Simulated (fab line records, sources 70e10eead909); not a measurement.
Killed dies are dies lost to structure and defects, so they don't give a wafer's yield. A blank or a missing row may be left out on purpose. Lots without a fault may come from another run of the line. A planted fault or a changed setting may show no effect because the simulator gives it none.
fab line records | flow nand_harc
record lots=5 wafers=15 last_day=29
route steps=1302 shown P_ZERO_WELL@13
lots that met no fault: from a run of the same line without faults
start_h: hours from the record's first day to the start of the lot's first wafer shown | wait_h: hours since the lot's step before | " the same as in the row above | L1.1+2: a row that stands for several wafers | - no value, or no start given | * or withheld: withheld | < > ~ a bound
route shown NAME@n: a module of which the file shows steps, and the number in the route of the first | usual: mean/standard deviation of fault-free wafers | same: alike in all rows | chamber/n: place in a boat | sites: the reading at each site | _std_site: their standard deviation | _edge_site: outer sites' mean less inner sites' | radius_mm: how far each site lies from the wafer's centre | mask NAME#n: copy n | behind: the tool/chamber that last shaped the wafer | hold: why the lot was held/for how many hours/how that ended | device: the transistor (n, p or np) that didn't switch | end of line: the same wafers' tests at the end of the route | a step without rows: its recipe alone | killed: dies lost to structure and defects at the first sort, not the wafer's yield | map: a wafer's dies, x killed, . not, _ none there
set.NAME: the setting as run; set.NAME@STEP: as run at that earlier step | model.NAME: the simulator's own value behind a step, which no gauge read
lots at some steps of the route; a table a step, a row a wafer
services: from which hour (start_h, from the record's first day; less than 0 if before it) a tool's chamber was out of use, for how many hours, and why
## steps
# step NHARC_P_ZERO_WELL_DEVELOP_10
# recipe time_s=50 dev_temp_c=22
# same time_s=50
# columns lot.wafer tool chamber start_h wait_h
L078.1+3+5 litho_track-03 0 - -
L079.1+2+4 litho_track-07 0 - -
L083.2+5+6 litho_track-03 0 - -
L086.2+3+4 litho_track-03 0 - -
L087.2+4+5 litho_track-07 0 - -
# step NHARC_P_ZERO_WELL_CD_MEAS_11
# recipe target_cd_nm=500 landing_energy_ev=500
# usual cd_nm=497.9/2.4
# columns lot.wafer tool chamber start_h wait_h cd_nm
L078.1 cd_sem-01 0 61.24 - 500.1
L078.3 " 0 " " 495.3
L078.5 " 0 " " 496.1
L079.1 cd_sem-03 0 71.12 - 499.3
L079.2 " 0 " " 501.8
L079.4 " 0 " " 500.5
L083.2 cd_sem-01 0 111.23 - 495.2
L083.5 " 0 " " 495.8
L083.6 " 0 " " 497.0
L086.2 cd_sem-02 0 141.25 - 497.1
L086.3 " 0 " " 497.5
L086.4 " 0 " " 495.5
L087.2 cd_sem-01 0 151.24 - 499.3
L087.4 " 0 " " 499.1
L087.5 " 0 " " 499.9
# step NHARC_P_ZERO_WELL_HARDBAKE_12
# recipe temp_c=118 time_s=65
# same time_s=65
# columns lot.wafer tool chamber start_h wait_h
L078.1+3+5 litho_track-07 0 61.32 -
L079.1+2+4 litho_track-05 0 71.20 -
L083.2+5+6 litho_track-05 0 111.31 -
L086.2+3+4 litho_track-05 0 141.33 -
L087.2+4+5 litho_track-03 0 151.32 -
# step NHARC_P_ZERO_WELL_DESCUM_13
# recipe time_s=3 o2_flow_sccm=200 ar_flow_sccm=0 bias_power_w=0 chemistry=O2
# usual chamber_pressure_mTorr=60.01/0.058 drypump_motor_current_A=5.7/0.34 oes_product_au=1.004/0.012 rf_vpp_V=57.8/0.9 showerhead_plenum_p_Torr=1.92/0.096 throttle_valve_pct=11.311/0.0092
# same time_s=3
# columns lot.wafer tool chamber start_h wait_h chamber_pressure_mTorr drypump_motor_current_A oes_product_au rf_hours_counter_h rf_vpp_V showerhead_plenum_p_Torr throttle_valve_pct
L078.1 rie_diel-09 2 61.41 - 60.04 6.2 1.009 17 59.4 2.02 11.321
L078.3 " 3 " " 60.06 5.3 1.006 25 56.8 1.90 11.312
L078.5 " 2 " " 60.01 6.2 1.005 - 59.6 2.02 11.307
L079.1 rie_diel-04 1 71.28 - 60.00 5.5 0.979 19 58.5 1.92 11.303
L079.4 " 2 " " 60.04 5.6 1.012 18 58.7 1.81 11.311
L079.2 " 0 " " 60.01 5.7 1.010 23 58.7 2.07 11.303
L083.2 rie_diel-04 2 111.39 - 60.03 5.6 1.015 29 57.0 1.81 11.309
L083.5 " 1 " " 60.03 5.4 0.992 - 58.8 1.92 11.319
L083.6 " 2 " " 60.04 5.6 1.007 - 57.3 1.81 11.300
L086.2 rie_diel-09 2 141.40 - 60.09 6.2 0.978 46 58.5 2.01 11.320
L086.4 " 3 " " 59.92 5.4 1.017 49 58.5 1.89 11.321
L086.3 " 1 " " 60.02 5.9 1.003 54 57.8 1.87 11.315
L087.2 rie_diel-04 3 151.40 - 59.97 6.2 1.012 42 57.4 1.85 11.308
L087.4 " 1 " " 60.12 5.4 1.001 48 58.5 1.91 11.293
L087.5 " 0 " " 60.06 5.7 1.012 - 59.3 2.06 11.308
# step NHARC_P_ZERO_WELL_ETCH_65
# recipe target_depth_a=800 overetch_a=240 time_s=87.88 ion_energy_ev=200 n2_flow_sccm=150 h2_flow_sccm=150 ar_flow_sccm=0 rf_w=400 bias_w=150 chemistry=N2/H2
# usual chamber_pressure_mTorr=30.001/0.029 drypump_motor_current_A=5.7/0.34 oes_product_au=1.004/0.012 rf_vpp_V=431/3 showerhead_plenum_p_Torr=2.04/0.11 throttle_valve_pct=14.171/0.0088
# same time_s=87.88
# columns lot.wafer tool chamber start_h wait_h chamber_pressure_mTorr drypump_motor_current_A oes_product_au rf_hours_counter_h rf_vpp_V showerhead_plenum_p_Torr throttle_valve_pct
L078.3 rie_diel-09 3 61.49 0.1 30.020 5.3 1.003 25 432 2.02 14.174
L078.1 " 0 " " 30.018 6.0 1.002 30 425 1.88 14.160
L078.5 " 0 " " 30.007 6.0 0.999 - 426 1.88 14.166
L079.2 rie_diel-04 3 71.36 0.1 30.016 6.2 1.006 21 430 1.97 14.174
L079.1 " 1 " " 30.004 5.4 0.975 19 430 2.05 14.166
L079.4 " 2 " " 30.029 5.6 1.008 18 428 1.93 14.171
L083.2 rie_diel-04 1 111.48 0.1 29.999 5.5 1.001 32 431 2.05 14.184
L083.5 " 3 " " 30.024 6.2 1.012 - 430 1.97 14.190
L083.6 " 0 " " 29.965 5.7 1.027 - 434 2.21 14.166
L086.4 rie_diel-09 0 141.50 0.1 30.014 6.0 0.996 54 426 1.87 14.169
L086.2 " 1 " " 30.013 5.9 0.995 54 431 1.99 14.164
L086.3 " 2 " " 29.991 6.2 0.982 46 434 2.14 14.166
L087.4 rie_diel-04 2 151.48 0.1 30.006 5.6 1.011 41 427 1.92 14.166
L087.2 " 3 " " 29.998 6.2 1.013 42 427 1.96 14.166
L087.5 " 2 " " 29.998 5.6 1.002 - 427 1.92 14.146
# step NHARC_P_ZERO_WELL_ETCH_62
# recipe target_depth_a=130 time_s=6.5 chf3_flow_sccm=50 ar_flow_sccm=200 rf_w=500 bias_w=200 chemistry=CHF3/Ar
# usual chamber_pressure_mTorr=24.999/0.024 drypump_motor_current_A=5.7/0.35 oes_product_au=0.961/0.018 rf_vpp_V=370.7/2.6 showerhead_plenum_p_Torr=2.35/0.11 throttle_valve_pct=20.217/0.0084
# same time_s=6.5
# columns lot.wafer tool chamber start_h wait_h chamber_pressure_mTorr drypump_motor_current_A oes_product_au rf_hours_counter_h rf_vpp_V showerhead_plenum_p_Torr throttle_valve_pct
L078.3 rie_diel-09 3 - - 24.993 5.4 0.986 25 369.7 2.32 20.204
L078.1 " 0 " " 24.979 6.0 0.978 30 366.2 2.17 20.215
L078.5 " 0 " " 25.007 6.0 0.983 - 367.5 2.17 20.224
L079.2 rie_diel-04 1 - - 24.989 5.4 0.942 19 371.0 2.35 20.213
L079.1 " 2 " " 24.940 5.6 0.973 18 367.8 2.22 20.227
L079.4 " 0 " " 24.984 5.7 0.984 23 373.7 2.53 20.226
L083.2 rie_diel-04 2 - - 24.975 5.6 0.962 29 366.1 2.22 20.222
L083.6 " 2 " " 24.980 5.6 0.971 - 369.8 2.22 20.218
L083.5 " 3 " " 25.024 6.2 0.989 - 369.2 2.27 20.212
L086.3 rie_diel-09 2 - - 24.981 6.2 0.951 46 374.1 2.45 20.218
L086.2 " 0 " " 25.033 6.1 0.963 54 367.5 2.16 20.217
L086.4 " 1 " " 24.966 5.9 0.967 54 369.8 2.29 20.228
L087.2 rie_diel-04 0 - - 24.983 5.7 0.979 48 375.4 2.52 20.229
L087.4 " 3 " " 25.012 6.2 0.981 42 368.3 2.26 20.229
L087.5 " 1 " " 25.025 5.4 0.984 - 370.4 2.34 20.230
# step NHARC_P_ZERO_WELL_ETCH_63
# recipe target_depth_a=1200 time_s=40.1 hbr_flow_sccm=150 cl2_flow_sccm=50 rf_w=400 icp_w=400 bias_w=100 chemistry=HBr/Cl2
# usual chamber_pressure_mTorr=15.000/0.014 drypump_motor_current_A=5.7/0.53 mfc_cl2_sccm=50.00/0.15 oes_product_au=1.002/0.013 throttle_valve_pct=26.405/0.0096
# same time_s=40.1
# columns lot.wafer tool chamber start_h wait_h chamber_pressure_mTorr drypump_motor_current_A mfc_cl2_sccm oes_product_au rf_hours_counter_h throttle_valve_pct
L078.3 rie_si-06 1 61.66 - 14.988 5.4 49.83 0.981 0.8 26.399
L078.1 " 0 " " 14.991 4.8 49.77 0.996 0.9 26.404
L078.5 " 1 " " 14.988 5.4 49.86 0.981 - 26.410
L079.1 rie_si-01 0 71.55 - 15.000 6.7 50.24 1.007 0.2 26.415
L079.2 " 1 " " 15.003 6.6 50.03 1.006 0.2 26.406
L079.4 " 2 " " 14.992 6.1 49.93 1.004 0.3 26.397
L083.2 rie_si-06 1 111.64 - 14.991 5.4 50.08 0.989 0.2 26.411
L083.5 " 1 " " 15.008 5.4 50.19 0.982 - 26.396
L083.6 " 2 " " 15.019 5.7 50.29 1.010 - 26.394
L086.4 rie_si-06 0 141.68 - 14.972 4.8 50.22 1.014 0.4 26.403
L086.3 " 1 " " 14.987 5.4 49.87 0.977 0.4 26.391
L086.2 " 2 " " 14.981 5.6 50.08 1.010 0.4 26.407
L087.2 rie_si-06 0 151.65 - 15.003 4.8 50.09 1.018 0.5 26.388
L087.4 " 2 " " 14.994 5.6 50.09 1.021 0.5 26.406
L087.5 " 1 " " 15.008 5.4 50.10 0.982 - 26.411
# step NHARC_P_ZERO_WELL_STRIP_15
# recipe time_s=900 temp_c=130 chemistry=SPM
# usual bath_guard_temp_C=130.0/0.43
# same time_s=900
# columns lot.wafer tool chamber start_h wait_h bath_guard_temp_C
L078.1 wet_bench-03 2 61.81 - 130.1
L078.3 " 4 " " 130.6
L078.5 " 6 " " 130.2
L079.2 wet_bench-03 6 71.71 - 130.3
L079.4 " 7 " " 129.8
L079.1 " 0 " " 129.7
L083.5 wet_bench-05 7 111.80 - 130.4
L083.2 " 0 " " 130.3
L083.6 " 2 " " 129.4
L086.4 wet_bench-07 7 141.82 - 130.8
L086.3 " 0 " " 130.1
L086.2 " 3 " " 129.7
L087.5 wet_bench-03 3 151.82 - 130.4
L087.2 " 4 " " 130.7
L087.4 " 6 " " 130.2
# step NHARC_P_ZERO_WELL_DEHYDRATE_16
# recipe temp_c=150 time_s=120
# same time_s=120
# columns lot.wafer tool chamber start_h wait_h
L078.1+3+5 litho_track-07 0 62.17 -
L079.1+2+4 litho_track-05 0 72.04 -
L083.2+5+6 litho_track-07 0 112.15 -
L086.2+3+4 litho_track-03 0 142.16 -
L087.2+4+5 litho_track-07 0 152.16 -
# step NHARC_P_ZERO_WELL_HMDS_17
# recipe time_s=30
# same time_s=30
# columns lot.wafer tool chamber start_h wait_h
L078.1+3+5 litho_track-07 0 - -
L079.1+2+4 litho_track-05 0 - -
L083.2+5+6 litho_track-07 0 - -
L086.2+3+4 litho_track-03 0 - -
L087.2+4+5 litho_track-07 0 - -
# step NHARC_P_ZERO_WELL_COAT_18
# recipe spin_rpm=withheld
# columns lot.wafer tool chamber start_h wait_h
L078.1+3+5 litho_track-07 0 - -
L079.1+2+4 litho_track-05 0 - -
L083.2+5+6 litho_track-07 0 - -
L086.2+3+4 litho_track-03 0 - -
L087.2+4+5 litho_track-07 0 - -
# step NHARC_P_ZERO_WELL_SOFTBAKE_19
# recipe temp_c=122 time_s=95
# same time_s=95
# columns lot.wafer tool chamber start_h wait_h
L078.1+3+5 litho_track-07 0 - -
L079.1+2+4 litho_track-05 0 - -
L083.2+5+6 litho_track-07 0 - -
L086.2+3+4 litho_track-03 0 - -
L087.2+4+5 litho_track-07 0 - -
# step NHARC_P_ZERO_WELL_EBR_20
# columns lot.wafer tool chamber start_h wait_h
L078.1+3+5 litho_track-07 0 - -
L079.1+2+4 litho_track-05 0 - -
L083.2+5+6 litho_track-07 0 - -
L086.2+3+4 litho_track-03 0 - -
L087.2+4+5 litho_track-07 0 - -
# step NHARC_P_ZERO_WELL_EXPOSE_21
# recipe na=0.6 target_cd_nm=720 dose_mj=22.31 mask_id=P_NWELL
# columns lot.wafer tool chamber start_h wait_h mask
L078.1+3+5 krf_scanner-03 0 62.45 - P_NWELL#0
L079.1+2+4 krf_scanner-02 0 72.31 - P_NWELL#0
L083.2+5+6 krf_scanner-03 0 112.42 - P_NWELL#0
L086.2+3+4 krf_scanner-03 0 142.32 - P_NWELL#0
L087.2+4+5 krf_scanner-03 0 152.31 - P_NWELL#0
# step NHARC_P_ZERO_WELL_PEB_22
# recipe peb_temp_c=118 peb_time_s=85
# columns lot.wafer tool chamber start_h wait_h
L078.1+3+5 litho_track-07 0 62.52 0.1
L079.1+2+4 litho_track-07 0 72.37 0.1
L083.2+5+6 litho_track-03 0 112.49 0.1
L086.2+3+4 litho_track-05 0 142.38 0.1
L087.2+4+5 litho_track-03 0 152.37 0.1
# step NHARC_P_ZERO_WELL_DEVELOP_23
# recipe time_s=70
# same time_s=70
# columns lot.wafer tool chamber start_h wait_h
L078.1+3+5 litho_track-07 0 - -
L079.1+2+4 litho_track-07 0 - -
L083.2+5+6 litho_track-03 0 - -
L086.2+3+4 litho_track-05 0 - -
L087.2+4+5 litho_track-03 0 - -
# step NHARC_P_ZERO_WELL_CD_MEAS_24
# recipe target_cd_nm=720 landing_energy_ev=500
# usual cd_nm=719.2/2.2
# columns lot.wafer tool chamber start_h wait_h cd_nm
L078.1 cd_sem-03 0 62.61 - 721.4
L078.3 " 0 " " 722.5
L078.5 " 0 " " 719.7
L079.1 cd_sem-02 0 72.46 - 718.3
L079.2 " 0 " " 720.8
L079.4 " 0 " " 721.8
L083.2 cd_sem-03 0 112.58 - 718.0
L083.5 " 0 " " 720.1
L083.6 " 0 " " 719.4
L086.2 cd_sem-03 0 142.48 - 723.5
L086.3 " 0 " " 716.5
L086.4 " 0 " " 716.4
L087.2 cd_sem-03 0 152.46 - 718.6
L087.4 " 0 " " 716.6
L087.5 " 0 " " 714.7
# step NHARC_P_ZERO_WELL_HARDBAKE_25
# recipe temp_c=125 time_s=80
# same time_s=80
# columns lot.wafer tool chamber start_h wait_h
L078.1+3+5 litho_track-03 0 62.69 -
L079.1+2+4 litho_track-07 0 72.54 -
L083.2+5+6 litho_track-05 0 112.66 -
L086.2+3+4 litho_track-03 0 142.56 -
L087.2+4+5 litho_track-07 0 152.54 -
# step NHARC_P_ZERO_WELL_DESCUM_26
# recipe time_s=3 o2_flow_sccm=200 ar_flow_sccm=0 bias_power_w=0 chemistry=O2
# usual chamber_pressure_mTorr=60.00/0.056 drypump_motor_current_A=5.7/0.34 oes_product_au=1.003/0.013 rf_vpp_V=57.7/0.91 showerhead_plenum_p_Torr=1.92/0.099 throttle_valve_pct=11.312/0.0089
# same time_s=3
# columns lot.wafer tool chamber start_h wait_h chamber_pressure_mTorr drypump_motor_current_A oes_product_au rf_hours_counter_h rf_vpp_V showerhead_plenum_p_Torr throttle_valve_pct
L078.1 rie_diel-13 2 63.87 - 60.07 5.2 1.006 22 59.0 2.02 11.303
L078.3 " 3 " " 60.03 5.2 0.983 24 58.9 2.07 11.310
L078.5 " 2 " " 59.93 5.2 0.999 - 57.7 2.02 11.321
L079.4 rie_diel-09 1 72.64 - 60.11 5.9 0.996 35 57.7 1.87 11.313
L079.2 " 2 " " 60.02 6.2 0.986 22 58.7 2.02 11.304
L079.1 " 3 " " 59.98 5.3 1.011 29 56.8 1.90 11.299
L083.2 rie_diel-09 0 112.73 - 59.91 6.0 0.996 43 56.0 1.76 11.320
L083.6 " 0 " " 60.02 6.0 0.990 - 57.2 1.76 11.316
L083.5 " 1 " " 60.04 6.0 0.994 - 57.9 1.87 11.317
L086.2 rie_diel-13 2 142.65 - 59.96 5.2 0.992 50 57.9 2.01 11.305
L086.4 " 3 " " 59.97 5.2 1.001 52 58.9 2.06 11.314
L086.3 " 0 " " 60.11 5.6 1.019 53 59.5 1.93 11.317
L087.4 rie_diel-04 0 152.62 - 60.06 5.7 1.013 48 56.9 2.06 11.309
L087.2 " 1 " " 60.02 5.4 0.996 48 58.4 1.91 11.328
L087.5 " 0 " " 59.98 5.7 1.011 - 58.2 2.06 11.314
# step NHARC_P_ZERO_WELL_IMPLANT_27
# recipe energy_kev=600 dose_cm2=1e+13 tilt_deg=7
# usual beam_energy_keV=599.97/0.18 beam_on_s=10.2/0.38 faraday_current_uA=124/4.5
# columns lot.wafer tool chamber start_h wait_h beam_energy_keV beam_on_s faraday_current_uA
L078.1 implanter-01 0 64.02 0.1 600.24 10.1 126
L078.3 " 0 " " 599.95 10.0 127
L078.5 " 0 " " 599.98 9.8 128
L079.1 implanter-01 0 72.77 0.1 600.02 9.9 129
L079.2 " 0 " " 600.02 9.8 130
L079.4 " 0 " " 600.03 9.9 128
L083.2 implanter-02 0 112.91 0.2 599.67 10.3 123
L083.5 " 0 " " 599.69 10.6 120
L083.6 " 0 " " 599.70 10.5 121
L086.2 implanter-01 0 142.82 0.2 599.76 9.8 129
L086.3 " 0 " " 600.13 10.3 122
L086.4 " 0 " " 599.59 9.8 129
L087.2 implanter-01 0 152.80 0.2 599.95 9.9 128
L087.4 " 0 " " 599.84 10.2 125
L087.5 " 0 " " 599.95 10.1 126
# step NHARC_P_ZERO_WELL_IMPLANT_57
# recipe energy_kev=250 dose_cm2=4e+12 tilt_deg=7
# usual beam_energy_keV=250.01/0.073 beam_on_s=9.99/0.19 faraday_current_uA=50.8/0.94
# columns lot.wafer tool chamber start_h wait_h beam_energy_keV beam_on_s faraday_current_uA
L078.1 implanter-01 0 64.20 0.1 249.89 9.89 51.4
L078.3 " 0 " " 249.97 10.24 49.7
L078.5 " 0 " " 249.99 9.96 51.1
L079.1 implanter-01 0 72.95 0.2 250.04 10.23 49.7
L079.2 " 0 " " 250.02 10.17 50.0
L079.4 " 0 " " 250.05 10.31 49.0
L083.2 implanter-02 0 113.09 0.1 249.99 10.27 49.5
L083.5 " 0 " " 250.05 10.03 50.7
L083.6 " 0 " " 250.03 9.85 51.5
L086.2 implanter-01 0 142.99 0.1 250.10 10.01 50.6
L086.3 " 0 " " 250.04 9.75 52.1
L086.4 " 0 " " 250.05 9.94 51.1
L087.2 implanter-01 0 152.98 0.1 249.97 9.69 52.4
L087.4 " 0 " " 249.89 9.95 51.0
L087.5 " 0 " " 250.05 9.92 51.3
# step NHARC_P_ZERO_WELL_IMPLANT_58
# recipe energy_kev=100 dose_cm2=2e+12 tilt_deg=7
# usual beam_energy_keV=99.997/0.029 beam_on_s=9.99/0.2 faraday_current_uA=25.4/0.49
# columns lot.wafer tool chamber start_h wait_h beam_energy_keV beam_on_s faraday_current_uA
L078.1 implanter-01 0 64.38 0.1 100.00 9.84 25.9
L078.3 " 0 " " 99.975 9.94 25.5
L078.5 " 0 " " 99.985 10.22 24.8
L079.1 implanter-01 0 73.13 0.1 100.02 9.98 25.3
L079.2 " 0 " " 99.954 9.92 25.6
L079.4 " 0 " " 99.949 10.12 25.1
L083.2 implanter-02 0 113.27 0.2 100.02 10.11 25.1
L083.5 " 0 " " 100.02 10.09 25.2
L083.6 " 0 " " 100.05 9.95 25.5
L086.2 implanter-01 0 143.18 0.2 100.01 9.93 25.7
L086.3 " 0 " " 100.02 9.96 25.5
L086.4 " 0 " " 100.03 10.08 25.1
L087.2 implanter-01 0 153.16 0.1 100.04 9.98 25.4
L087.4 " 0 " " 100.03 10.01 25.3
L087.5 " 0 " " 100.04 10.05 25.2
# step NHARC_P_ZERO_WELL_STRIP_28
# recipe time_s=840 temp_c=130 chemistry=SPM
# usual bath_guard_temp_C=130.0/0.51
# same time_s=840
# columns lot.wafer tool chamber start_h wait_h bath_guard_temp_C
L078.5 wet_bench-03 2 64.60 0.1 130.3
L078.3 " 3 " " 130.1
L078.1 " 5 " " 129.5
L079.4 wet_bench-05 7 73.34 0.1 130.3
L079.1 " 0 " " 130.4
L079.2 " 2 " " 129.4
L083.2 wet_bench-03 1 113.45 0.2 130.8
L083.5 " 2 " " 130.3
L083.6 " 4 " " 130.5
L086.2 wet_bench-03 6 143.37 0.2 130.3
L086.3 " 7 " " 130.0
L086.4 " 1 " " 131.3
L087.2 wet_bench-03 1 153.35 0.2 131.3
L087.5 " 2 " " 130.5
L087.4 " 5 " " 129.9
# step NHARC_P_ZERO_WELL_DEHYDRATE_29
# recipe temp_c=150 time_s=120
# same time_s=120
# columns lot.wafer tool chamber start_h wait_h
L078.1+3+5 litho_track-07 0 64.92 -
L079.1+2+4 litho_track-05 0 73.67 -
L083.2+5+6 litho_track-07 0 113.78 -
L086.2+3+4 litho_track-07 0 143.69 -
L087.2+4+5 litho_track-07 0 153.67 -
# step NHARC_P_ZERO_WELL_HMDS_30
# recipe time_s=30
# same time_s=30
# columns lot.wafer tool chamber start_h wait_h
L078.1+3+5 litho_track-07 0 - -
L079.1+2+4 litho_track-05 0 - -
L083.2+5+6 litho_track-07 0 - -
L086.2+3+4 litho_track-07 0 - -
L087.2+4+5 litho_track-07 0 - -
# step NHARC_P_ZERO_WELL_COAT_31
# recipe spin_rpm=withheld
# columns lot.wafer tool chamber start_h wait_h
L078.1+3+5 litho_track-07 0 - -
L079.1+2+4 litho_track-05 0 - -
L083.2+5+6 litho_track-07 0 - -
L086.2+3+4 litho_track-07 0 - -
L087.2+4+5 litho_track-07 0 - -
# step NHARC_P_ZERO_WELL_SOFTBAKE_32
# recipe temp_c=122 time_s=95
# same time_s=95
# columns lot.wafer tool chamber start_h wait_h
L078.1+3+5 litho_track-07 0 - -
L079.1+2+4 litho_track-05 0 - -
L083.2+5+6 litho_track-07 0 - -
L086.2+3+4 litho_track-07 0 - -
L087.2+4+5 litho_track-07 0 - -
# step NHARC_P_ZERO_WELL_EBR_33
# columns lot.wafer tool chamber start_h wait_h
L078.1+3+5 litho_track-07 0 - -
L079.1+2+4 litho_track-05 0 - -
L083.2+5+6 litho_track-07 0 - -
L086.2+3+4 litho_track-07 0 - -
L087.2+4+5 litho_track-07 0 - -
# step NHARC_P_ZERO_WELL_EXPOSE_34
# recipe na=0.6 target_cd_nm=720 dose_mj=22.31 mask_id=P_PWELL
# columns lot.wafer tool chamber start_h wait_h mask
L078.1+3+5 krf_scanner-02 0 65.19 - P_PWELL#0
L079.1+2+4 krf_scanner-02 0 73.82 - P_PWELL#0
L083.2+5+6 krf_scanner-02 0 113.93 - P_PWELL#0
L086.2+3+4 krf_scanner-03 0 143.84 - P_PWELL#0
L087.2+4+5 krf_scanner-02 0 153.95 - P_PWELL#0
# step NHARC_P_ZERO_WELL_PEB_35
# recipe peb_temp_c=118 peb_time_s=85
# columns lot.wafer tool chamber start_h wait_h
L078.1+3+5 litho_track-03 0 65.25 0.1
L079.1+2+4 litho_track-03 0 73.88 0.1
L083.2+5+6 litho_track-05 0 113.99 0.1
L086.2+3+4 litho_track-07 0 143.90 0.1
L087.2+4+5 litho_track-05 0 154.01 0.1
# step NHARC_P_ZERO_WELL_DEVELOP_36
# recipe time_s=70
# same time_s=70
# columns lot.wafer tool chamber start_h wait_h
L078.1+3+5 litho_track-03 0 - -
L079.1+2+4 litho_track-03 0 - -
L083.2+5+6 litho_track-05 0 - -
L086.2+3+4 litho_track-07 0 - -
L087.2+4+5 litho_track-05 0 - -
# step NHARC_P_ZERO_WELL_CD_MEAS_37
# recipe target_cd_nm=720 landing_energy_ev=500
# usual cd_nm=718.8/2.2
# columns lot.wafer tool chamber start_h wait_h cd_nm
L078.1 cd_sem-01 0 65.34 - 715.6
L078.3 " 0 " " 721.1
L078.5 " 0 " " 714.7
L079.1 cd_sem-03 0 73.97 - 716.6
L079.2 " 0 " " 717.4
L079.4 " 0 " " 717.1
L083.2 cd_sem-03 0 114.09 - 719.3
L083.5 " 0 " " 721.1
L083.6 " 0 " " 723.1
L086.2 cd_sem-01 0 143.99 - 721.1
L086.3 " 0 " " 721.0
L086.4 " 0 " " 719.9
L087.2 cd_sem-01 0 154.10 - 721.6
L087.4 " 0 " " 719.5
L087.5 " 0 " " 721.5
# step NHARC_P_ZERO_WELL_HARDBAKE_38
# recipe temp_c=125 time_s=80
# same time_s=80
# columns lot.wafer tool chamber start_h wait_h
L078.1+3+5 litho_track-07 0 65.42 -
L079.1+2+4 litho_track-03 0 74.05 -
L083.2+5+6 litho_track-07 0 114.17 -
L086.2+3+4 litho_track-05 0 144.07 -
L087.2+4+5 litho_track-07 0 154.18 -
# step NHARC_P_ZERO_WELL_DESCUM_39
# recipe time_s=3 o2_flow_sccm=200 ar_flow_sccm=0 bias_power_w=0 chemistry=O2
# usual chamber_pressure_mTorr=60.00/0.051 drypump_motor_current_A=5.7/0.35 oes_product_au=1.006/0.012 rf_vpp_V=57.8/0.91 showerhead_plenum_p_Torr=1.93/0.094 throttle_valve_pct=11.311/0.008
# same time_s=3
# columns lot.wafer tool chamber start_h wait_h chamber_pressure_mTorr drypump_motor_current_A oes_product_au rf_hours_counter_h rf_vpp_V showerhead_plenum_p_Torr throttle_valve_pct
L078.1 rie_diel-09 1 65.53 - 60.02 5.9 0.996 33 57.3 1.87 11.315
L078.3 " 2 " " 59.97 6.2 0.999 21 58.3 2.02 11.324
L078.5 " 3 " " 60.07 5.4 1.013 - 58.0 1.90 11.315
L079.4 rie_diel-04 1 74.13 - 59.98 5.5 0.971 20 57.4 1.92 11.323
L079.1 " 2 " " 59.98 5.6 1.004 18 56.8 1.81 11.315
L079.2 " 3 " " 60.07 6.2 1.001 22 58.3 1.85 11.311
L083.2 rie_diel-13 2 114.24 - 60.01 5.2 0.997 43 56.9 2.01 11.316
L083.5 " 2 " " 60.05 5.2 1.005 - 57.4 2.01 11.315
L083.6 " 3 " " 60.00 5.2 0.996 - 60.5 2.06 11.300
L086.4 rie_diel-04 3 144.16 - 60.06 6.2 1.019 40 56.8 1.85 11.320
L086.3 " 0 " " 59.99 5.7 1.007 45 58.6 2.06 11.319
L086.2 " 2 " " 59.95 5.6 1.011 39 56.4 1.80 11.310
L087.2 rie_diel-09 0 154.30 - 59.99 6.0 1.005 0 58.9 2.08 11.294
L087.4 " 1 " " 59.97 6.0 1.000 1 56.5 1.87 11.308
L087.5 " 3 " " 60.01 5.3 1.029 - 58.4 1.89 11.310
# step NHARC_P_ZERO_WELL_IMPLANT_40
# recipe energy_kev=300 dose_cm2=1e+13 tilt_deg=7
# usual beam_energy_keV=299.99/0.089 beam_on_s=9.99/0.19 faraday_current_uA=127.0/2.4
# columns lot.wafer tool chamber start_h wait_h beam_energy_keV beam_on_s faraday_current_uA
L078.1 implanter-01 0 65.65 0.1 300.04 9.96 127.5
L078.3 " 0 " " 299.93 10.02 126.7
L078.5 " 0 " " 300.07 10.31 123.5
L079.1 implanter-01 0 74.28 0.1 300.03 9.94 128.3
L079.2 " 0 " " 300.11 9.77 129.1
L079.4 " 0 " " 300.03 10.18 125.2
L083.2 implanter-01 0 114.42 0.2 299.85 10.25 122.9
L083.5 " 0 " " 299.91 10.15 125.1
L083.6 " 0 " " 299.87 10.28 122.8
L086.2 implanter-02 0 144.34 0.1 299.84 10.07 126.0
L086.3 " 0 " " 299.79 9.95 127.4
L086.4 " 0 " " 299.82 9.87 128.3
L087.2 implanter-01 0 156.23 1.9 300.03 10.07 125.9
L087.4 " 0 " " 300.01 10.43 121.2
L087.5 " 0 " " 299.94 9.90 128.8
# step NHARC_P_ZERO_WELL_IMPLANT_59
# recipe energy_kev=120 dose_cm2=5e+12 tilt_deg=7
# usual beam_energy_keV=120.00/0.033 beam_on_s=10.00/0.19 faraday_current_uA=63.4/1.2
# columns lot.wafer tool chamber start_h wait_h beam_energy_keV beam_on_s faraday_current_uA
L078.1 implanter-01 0 65.83 0.2 119.99 10.04 63.3
L078.3 " 0 " " 120.02 10.17 62.2
L078.5 " 0 " " 120.06 9.83 64.6
L079.1 implanter-01 0 74.46 0.1 119.97 9.91 63.7
L079.2 " 0 " " 120.00 9.95 63.8
L079.4 " 0 " " 120.00 9.87 64.2
L083.2 implanter-01 0 114.60 0.1 119.99 10.01 63.4
L083.5 " 0 " " 120.02 9.80 64.2
L083.6 " 0 " " 120.02 10.14 62.4
L086.2 implanter-02 0 144.52 0.2 119.98 10.31 61.5
L086.3 " 0 " " 120.04 9.99 63.5
L086.4 " 0 " " 120.03 10.10 62.9
L087.2 implanter-01 0 156.41 0.1 119.96 10.04 62.7
L087.4 " 0 " " 120.01 10.05 63.2
L087.5 " 0 " " 120.05 9.88 63.9
## services
# columns tool chamber start_h hours kind
rie_diel-09 3 44.12 10.3 repair
krf_scanner-03 - 52.00 4.0 pm
rie_diel-04 0 59.26 - clean
rie_diel-04 1 59.26 - clean
rie_diel-04 2 59.26 - clean
rie_diel-04 3 59.26 - clean
implanter-02 - 62.69 10.0 repair
rie_si-06 - 72.00 9.0 pm
litho_track-07 - 76.00 7.0 pm
rie_diel-04 0 84.77 - clean
rie_diel-04 1 84.77 - clean
wet_bench-05 - 84.81 8.0 pm
krf_scanner-03 - 88.23 5.0 repair
krf_scanner-02 - 94.00 4.0 pm
rie_si-06 3 94.69 3.5 repair
rie_diel-09 1 99.79 8.2 repair
litho_track-03 - 100.00 7.0 pm
rie_si-01 - 104.44 0.2 repair
rie_si-01 3 110.86 1.9 repair
litho_track-05 - 124.00 7.0 pm
rie_diel-09 - 143.10 9.0 pm
implanter-02 - 146.20 13.0 pm
krf_scanner-03 - 148.04 1.7 repair
implanter-01 - 153.38 2.8 repair
## key
fault none
